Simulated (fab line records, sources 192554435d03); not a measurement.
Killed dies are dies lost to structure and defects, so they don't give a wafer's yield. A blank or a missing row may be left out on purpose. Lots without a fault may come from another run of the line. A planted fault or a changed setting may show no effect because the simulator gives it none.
Which tool did it? | flow n5_finfet | 24 lots, 72 wafers sampled, at 6 steps of a route of 1938

WHAT THE GAUGES READ, wafer by wafer
N5_BEOL_M8_CD_MEAS_35: target cd 40 nm. Usual: cd_nm 40.1 nm, standard deviation 0.82.
lot  | measured     | on        | cd_nm (nm)     | flag
L076 | day 9 16:37  | cd_sem-02 | 40.1 41.3 39.8 |
L074 | day 9 20:17  | cd_sem-02 | 41.1 40.6 38.7 |
L075 | day 9 20:20  | cd_sem-03 | 40.2 40.3 39.9 |
L077 | day 10 08:50 | cd_sem-03 | 39.7 41.8 40.4 |
L078 | day 10 12:45 | cd_sem-03 | 39.1 40.8 41.3 |
L080 | day 10 17:56 | cd_sem-03 | 39.7 39.1 40.7 |
L079 | day 10 18:58 | cd_sem-01 | 41.3 40.4 40.4 |
L081 | day 11 03:44 | cd_sem-03 | 40.0 42.0 40.7 |
L084 | day 11 18:59 | cd_sem-01 | 38.6 40.2 39.8 |
L082 | day 11 19:34 | cd_sem-01 | 40.9 39.8 39.5 |
L083 | day 11 19:38 | cd_sem-03 | 40.2 40.5 40.3 |
L085 | day 12 03:24 | cd_sem-03 | 39.4 40.7 38.4 |
L086 | day 12 22:18 | cd_sem-01 | 39.4 39.6 38.4 |
L087 | day 13 09:49 | cd_sem-03 | 40.7 39.1 40.6 |
L089 | day 14 07:11 | cd_sem-02 | 40.9 40.3 40.5 |
L088 | day 14 07:35 | cd_sem-02 | 39.8 41.3 39.3 |
L093 | day 14 16:56 | cd_sem-02 | 39.6 39.9 40.3 |
L090 | day 14 17:05 | cd_sem-02 | 40.4 40.5 41.1 |
L091 | day 14 17:31 | cd_sem-02 | 40.3 39.4 39.9 |
L092 | day 14 18:14 | cd_sem-03 | 39.8 39.8 39.9 |
L094 | day 15 04:12 | cd_sem-02 | 39.5 40.7 40.2 |
L095 | day 15 05:05 | cd_sem-02 | 40.3 38.9 39.7 |
L097 | day 15 16:31 | cd_sem-01 | 40.2 40.0 39.0 |
L096 | day 15 19:41 | cd_sem-02 | 40.8 40.5 41.0 |

N5_BEOL_M9_CD_MEAS_11: target cd 64.1 nm. Usual: cd_nm 64.2 nm, standard deviation 0.69.
lot  | measured     | on        | cd_nm (nm)     | flag
L076 | day 9 22:02  | cd_sem-01 | 64.0 64.3 63.9 |
L074 | day 10 02:07 | cd_sem-02 | 63.5 64.3 64.0 |
L075 | day 10 02:11 | cd_sem-01 | 64.0 64.2 65.1 |
L077 | day 10 12:40 | cd_sem-03 | 64.7 65.9 65.7 |
L078 | day 10 18:17 | cd_sem-03 | 64.2 64.0 65.2 |
L080 | day 11 00:43 | cd_sem-03 | 63.8 64.6 65.4 |
L079 | day 11 00:49 | cd_sem-01 | 64.3 64.9 64.2 |
L081 | day 11 07:53 | cd_sem-01 | 64.6 64.6 63.9 |
L084 | day 12 00:11 | cd_sem-02 | 63.8 63.3 63.9 |
L082 | day 12 01:18 | cd_sem-01 | 63.8 63.6 63.7 |
L083 | day 12 01:44 | cd_sem-02 | 64.7 64.0 64.5 |
L085 | day 12 11:59 | cd_sem-01 | 63.3 64.0 64.7 |
L086 | day 13 05:29 | cd_sem-02 | 65.0 62.9 65.1 |
L087 | day 13 16:05 | cd_sem-02 | 63.9 64.0 64.4 |
L089 | day 14 13:41 | cd_sem-01 | 64.2 63.9 64.6 |
L088 | day 14 13:56 | cd_sem-02 | 64.3 64.7 63.8 |
L093 | day 15 00:50 | cd_sem-02 | 64.5 63.7 64.3 |
L090 | day 15 01:01 | cd_sem-02 | 64.9 65.6 65.5 |
L091 | day 15 01:11 | cd_sem-01 | 63.5 63.3 65.1 |
L092 | day 15 01:20 | cd_sem-02 | 64.3 64.3 63.6 |
L094 | day 15 08:52 | cd_sem-01 | 63.1 64.4 64.0 |
L095 | day 15 09:15 | cd_sem-03 | 65.1 65.6 64.4 |
L097 | day 15 21:43 | cd_sem-02 | 64.7 64.3 64.8 |
L096 | day 16 02:56 | cd_sem-01 | 63.9 63.6 64.1 |

N5_BEOL_M9_INSPECT_13: inspects for defects (brightfield). Usual: raw_defect_count 408, standard deviation 75.
lot  | measured     | on                | raw_defect_count | flag
L076 | day 9 22:05  | defect_inspect-01 | 311 331 329      |
L074 | day 10 02:10 | defect_inspect-01 | 454 393 506      |
L075 | day 10 02:14 | defect_inspect-01 | 313 461 281      |
L077 | day 10 12:43 | defect_inspect-01 | 245 246 272      |
L078 | day 10 18:20 | defect_inspect-01 | 316 374 343      |
L080 | day 11 00:46 | defect_inspect-01 | 373 331 312      |
L079 | day 11 00:52 | defect_inspect-02 | 472 342 407      |
L081 | day 11 07:56 | defect_inspect-02 | 399 434 382      |
L084 | day 12 00:14 | defect_inspect-01 | 463 471 397      |
L082 | day 12 01:22 | defect_inspect-02 | 445 403 398      |
L083 | day 12 01:47 | defect_inspect-01 | 355 348 526      |
L085 | day 12 12:02 | defect_inspect-02 | 505 449 446      |
L086 | day 13 05:32 | defect_inspect-01 | 446 460 429      |
L087 | day 13 16:08 | defect_inspect-01 | 490 378 482      |
L089 | day 14 13:44 | defect_inspect-01 | 428 492 441      |
L088 | day 14 13:59 | defect_inspect-01 | 368 400 429      |
L093 | day 15 00:53 | defect_inspect-02 | 357 525 306      |
L090 | day 15 01:04 | defect_inspect-02 | 446 520 478      |
L091 | day 15 01:14 | defect_inspect-01 | 451 494 503      |
L092 | day 15 01:23 | defect_inspect-02 | 489 417 373      |
L094 | day 15 08:55 | defect_inspect-01 | 337 337 439      |
L095 | day 15 09:18 | defect_inspect-02 | 539 604 507      |
L097 | day 15 21:46 | defect_inspect-01 | 300 295 401      |
L096 | day 16 02:59 | defect_inspect-02 | 518 428 472      |

N5_BEOL_M9_CD_MEAS_18: pitch 140 nm, target cd 70 nm. Usual: cd_nm 70.1 nm, standard deviation 0.78.
lot  | measured     | on        | cd_nm (nm)     | flag
L076 | day 9 22:35  | cd_sem-02 | 69.9 70.6 69.6 |
L074 | day 10 02:41 | cd_sem-01 | 69.3 69.5 69.9 |
L075 | day 10 02:57 | cd_sem-01 | 70.9 70.3 70.4 |
L077 | day 10 13:49 | cd_sem-01 | 70.3 70.7 71.3 |
L078 | day 10 18:51 | cd_sem-01 | 69.6 69.6 71.6 |
L080 | day 11 01:16 | cd_sem-01 | 70.2 71.2 71.6 |
L079 | day 11 01:21 | cd_sem-03 | 70.0 71.2 70.0 |
L081 | day 11 08:25 | cd_sem-03 | 70.3 69.9 70.2 |
L084 | day 12 00:53 | cd_sem-02 | 69.5 68.6 69.1 |
L082 | day 12 01:51 | cd_sem-01 | 69.8 69.3 69.3 |
L083 | day 12 02:16 | cd_sem-03 | 71.6 70.3 70.9 |
L085 | day 12 12:31 | cd_sem-03 | 69.3 69.4 69.9 |
L086 | day 13 06:01 | cd_sem-01 | 70.4 69.6 71.2 |
L087 | day 13 16:38 | cd_sem-01 | 68.6 70.0 70.8 |
L089 | day 14 14:19 | cd_sem-02 | 71.2 70.1 70.3 |
L088 | day 14 14:32 | cd_sem-01 | 70.6 70.6 68.9 |
L093 | day 15 01:22 | cd_sem-03 | 71.3 70.3 69.8 |
L090 | day 15 01:47 | cd_sem-03 | 71.3 72.1 70.3 |
L091 | day 15 01:50 | cd_sem-03 | 70.2 68.1 70.6 |
L092 | day 15 01:55 | cd_sem-03 | 70.2 70.3 70.2 |
L094 | day 15 09:37 | cd_sem-01 | 69.5 69.3 69.8 |
L095 | day 15 10:14 | cd_sem-03 | 70.8 71.6 71.1 |
L097 | day 15 22:16 | cd_sem-02 | 70.7 70.6 71.0 |
L096 | day 16 03:38 | cd_sem-01 | 70.3 69.8 69.4 |

WHICH TOOL RAN EACH LOT (tool, then ch and the chambers of the sampled wafers, then the start)
lot  | N5_BEOL_M8_ETCH_41                            | N5_BEOL_M8_STRIP_80
L076 | rie_diel-03 ch 0,2,3, day 9 16:37 or earlier  | rie_diel-03 ch 0,2,3, day 9 16:37 or earlier
L074 | rie_diel-03 ch 0,1, day 9 20:17 or earlier    | rie_diel-03 ch 0,1, day 9 20:17 or earlier
L075 | rie_diel-05 ch 1,2, day 9 20:20 or earlier    | rie_diel-05 ch 1,2, day 9 20:20 or earlier
L077 | rie_diel-05 ch 2,3, day 10 08:50 or earlier   | rie_diel-05 ch 2,3, day 10 08:50 or earlier
L078 | rie_diel-01 ch 0,2,3, day 10 12:45 or earlier | rie_diel-01 ch 0,2,3, day 10 12:45 or earlier
L080 | rie_diel-03 ch 0,2, day 10 17:56 or earlier   | rie_diel-03 ch 0,2, day 10 17:56 or earlier
L079 | rie_diel-01 ch 1,3, day 10 18:58 or earlier   | rie_diel-01 ch 1,3, day 10 18:58 or earlier
L081 | rie_diel-03 ch 0,1,2, day 11 03:44 or earlier | rie_diel-03 ch 0,1,2, day 11 03:44 or earlier
L084 | rie_diel-05 ch 0,3, day 11 18:59 or earlier   | rie_diel-05 ch 0,3, day 11 18:59 or earlier
L082 | rie_diel-01 ch 0,1, day 11 19:34 or earlier   | rie_diel-01 ch 0,1, day 11 19:34 or earlier
L083 | rie_diel-05 ch 2,3, day 11 19:38 or earlier   | rie_diel-05 ch 2,3, day 11 19:38 or earlier
L085 | rie_diel-03 ch 0,2,3, day 12 03:24 or earlier | rie_diel-03 ch 0,2,3, day 12 03:24 or earlier
L086 | rie_diel-05 ch 2,3, day 12 22:18 or earlier   | rie_diel-05 ch 2,3, day 12 22:18 or earlier
L087 | rie_diel-05 ch 2,3, day 13 09:49 or earlier   | rie_diel-05 ch 2,3, day 13 09:49 or earlier
L089 | rie_diel-01 ch 0,2,3, day 14 07:11 or earlier | rie_diel-01 ch 0,2,3, day 14 07:11 or earlier
L088 | rie_diel-01 ch 0,1,3, day 14 07:35 or earlier | rie_diel-01 ch 0,1,3, day 14 07:35 or earlier
L093 | rie_diel-03 ch 0,2,3, day 14 16:56 or earlier | rie_diel-03 ch 0,2,3, day 14 16:56 or earlier
L090 | rie_diel-05 ch 1,2,3, day 14 17:05 or earlier | rie_diel-05 ch 1,2,3, day 14 17:05 or earlier
L091 | rie_diel-03 ch 0,3, day 14 17:31 or earlier   | rie_diel-03 ch 0,3, day 14 17:31 or earlier
L092 | rie_diel-03 ch 0,2, day 14 18:14 or earlier   | rie_diel-03 ch 0,2, day 14 18:14 or earlier
L094 | rie_diel-03 ch 0,1,3, day 15 04:12 or earlier | rie_diel-03 ch 0,1,3, day 15 04:12 or earlier
L095 | rie_diel-05 ch 0,1,3, day 15 05:05 or earlier | rie_diel-05 ch 0,1,3, day 15 05:05 or earlier
L097 | rie_diel-03 ch 0,1,2, day 15 16:31 or earlier | rie_diel-03 ch 0,1,2, day 15 16:31 or earlier
L096 | rie_diel-03 ch 0,1,2, day 15 19:41 or earlier | rie_diel-03 ch 0,1,2, day 15 19:41 or earlier
- N5_BEOL_M8_ETCH_41: etches SiCN in CH3F/O2, target depth 31.9 nm, time 57.8 s.
- N5_BEOL_M8_STRIP_80: strips in N2/H2, time 10 s.

WHAT THE TOOLS THEMSELVES READ (means of the sampled wafers that have a number; where no wafer has one, the mark that the record gives instead)
N5_BEOL_M8_ETCH_41. Usual: drypump_motor_current_A 5.5 A, standard deviation 0.56; oes_product_au 0.77 a.u., standard deviation 0.091; rf_vpp_V 297.2 V, standard deviation 1.6; showerhead_plenum_p_Torr 1.99 Torr, standard deviation 0.079; throttle_valve_pct 16.26 %, standard deviation 0.27.
lot  | tool        | drypump_motor_current_A (A) | oes_product_au (a.u.) | rf_vpp_V (V) | showerhead_plenum_p_Torr (Torr) | throttle_valve_pct (%) | flag
L076 | rie_diel-03 | 5.4                         | 0.87                  | 297.4        | 2.01                            | 16.18                  |
L074 | rie_diel-03 | 5.3                         | 0.86                  | 298.6        | 2.09                            | 16.09                  |
L075 | rie_diel-05 | 5.7                         | 0.70                  | 297.5        | 1.95                            | 16.50                  |
L077 | rie_diel-05 | 5.7                         | 0.69                  | 295.7        | 1.96                            | 16.54                  |
L078 | rie_diel-01 | 5.7                         | 0.82                  | 298.9        | 2.04                            | 16.08                  |
L080 | rie_diel-03 | 5.0                         | 0.89                  | 299.7        | 2.09                            | 16.09                  |
L079 | rie_diel-01 | 5.8                         | 0.75                  | 298.2        | 2.02                            | 16.26                  |
L081 | rie_diel-03 | 5.1                         | 0.89                  | 297.4        | 2.02                            | 16.01                  |
L084 | rie_diel-05 | 5.1                         | 0.69                  | 298.0        | 2.01                            | 16.26                  |
L082 | rie_diel-01 | 5.9                         | 0.69                  | 297.7        | 2.05                            | 16.45                  |
L083 | rie_diel-05 | 5.7                         | 0.69                  | 296.0        | 1.95                            | 16.56                  |
L085 | rie_diel-03 | 5.4                         | 0.83                  | 297.5        | 2.00                            | 16.23                  |
L086 | rie_diel-05 | 5.7                         | 0.69                  | 297.0        | 1.95                            | 16.58                  |
L087 | rie_diel-05 | 5.3                         | 0.70                  | 297.7        | 2.01                            | 16.49                  |
L089 | rie_diel-01 | 5.7                         | 0.89                  | 297.7        | 2.03                            | 15.98                  |
L088 | rie_diel-01 | 5.9                         | 0.82                  | 297.9        | 2.01                            | 16.17                  |
L093 | rie_diel-03 | 5.5                         | 0.80                  | 296.5        | 2.00                            | 16.26                  |
L090 | rie_diel-05 | 5.5                         | 0.68                  | 296.4        | 1.97                            | 16.56                  |
L091 | rie_diel-03 | 6.0                         | 0.75                  | 297.5        | 1.98                            | 16.50                  |
L092 | rie_diel-03 | 4.9                         | 0.85                  | 298.6        | 2.01                            | 16.05                  |
L094 | rie_diel-03 | 5.7                         | 0.78                  | 297.5        | 2.00                            | 16.28                  |
L095 | rie_diel-05 | 5.1                         | 0.67                  | 296.7        | 1.99                            | 16.40                  |
L097 | rie_diel-03 | 5.1                         | 0.82                  | 297.9        | 2.01                            | 16.08                  |
L096 | rie_diel-03 | 5.1                         | 0.82                  | 297.8        | 2.01                            | 16.07                  |

N5_BEOL_M8_STRIP_80. Usual: drypump_motor_current_A 5.5 A, standard deviation 0.56; oes_product_au 0.77 a.u., standard deviation 0.092; rf_vpp_V 59.1 V, standard deviation 0.88; showerhead_plenum_p_Torr 2.52 Torr, standard deviation 0.091; throttle_valve_pct 23.5 %, standard deviation 0.42.
lot  | tool        | drypump_motor_current_A (A) | oes_product_au (a.u.) | rf_vpp_V (V) | showerhead_plenum_p_Torr (Torr) | throttle_valve_pct (%) | flag
L076 | rie_diel-03 | 5.4                         | 0.87                  | 59.5         | 2.54                            | 23.6                   |
L074 | rie_diel-03 | 5.3                         | 0.86                  | 60.0         | 2.61                            | 23.2                   |
L075 | rie_diel-05 | 5.7                         | 0.70                  | 58.4         | 2.47                            | 23.7                   |
L077 | rie_diel-05 | 5.7                         | 0.69                  | 58.9         | 2.49                            | 24.0                   |
L078 | rie_diel-01 | 5.8                         | 0.82                  | 59.7         | 2.60                            | 23.2                   |
L080 | rie_diel-03 | 5.0                         | 0.89                  | 59.8         | 2.62                            | 23.5                   |
L079 | rie_diel-01 | 5.8                         | 0.76                  | 59.3         | 2.57                            | 23.5                   |
L081 | rie_diel-03 | 5.1                         | 0.88                  | 60.0         | 2.54                            | 23.2                   |
L084 | rie_diel-05 | 5.1                         | 0.68                  | 58.8         | 2.54                            | 23.2                   |
L082 | rie_diel-01 | 5.9                         | 0.68                  | 58.6         | 2.61                            | 23.7                   |
L083 | rie_diel-05 | 5.7                         | 0.69                  | 59.7         | 2.49                            | 24.0                   |
L085 | rie_diel-03 | 5.5                         | 0.83                  | 59.0         | 2.53                            | 23.7                   |
L086 | rie_diel-05 | 5.7                         | 0.68                  | 58.9         | 2.49                            | 24.0                   |
L087 | rie_diel-05 | 5.3                         | 0.68                  | 59.0         | 2.55                            | 23.8                   |
L089 | rie_diel-01 | 5.8                         | 0.88                  | 59.6         | 2.59                            | 23.2                   |
L088 | rie_diel-01 | 5.9                         | 0.82                  | 58.9         | 2.56                            | 23.4                   |
L093 | rie_diel-03 | 5.5                         | 0.80                  | 59.3         | 2.53                            | 23.7                   |
L090 | rie_diel-05 | 5.5                         | 0.68                  | 59.0         | 2.50                            | 23.8                   |
L091 | rie_diel-03 | 6.0                         | 0.75                  | 59.7         | 2.50                            | 23.9                   |
L092 | rie_diel-03 | 4.9                         | 0.85                  | 59.6         | 2.55                            | 23.5                   |
L094 | rie_diel-03 | 5.7                         | 0.76                  | 59.2         | 2.51                            | 23.5                   |
L095 | rie_diel-05 | 5.2                         | 0.67                  | 58.5         | 2.53                            | 23.4                   |
L097 | rie_diel-03 | 5.1                         | 0.81                  | 58.9         | 2.53                            | 23.3                   |
L096 | rie_diel-03 | 5.1                         | 0.82                  | 58.6         | 2.53                            | 23.3                   |

THE ANSWER, worked out from the rows above alone
Rule: a lot is off if the mean of its wafers that have a number lies more than 3 standard deviations from the usual mean. A lot without any number at a reading at which 4 lots or more have one is off too. The other lots that the step has rows for count as sound. The gauges are gone through in route order, then the tools' own readings, and for those a lot's mean is taken as printed above. The first step at which some lot is off is used, and at that step the reading that is off furthest; a lot without a number counts as furthest.
No lot is off at any reading shown: from this, nothing can be told.

WHAT THE SIMULATOR HAD PUT IN
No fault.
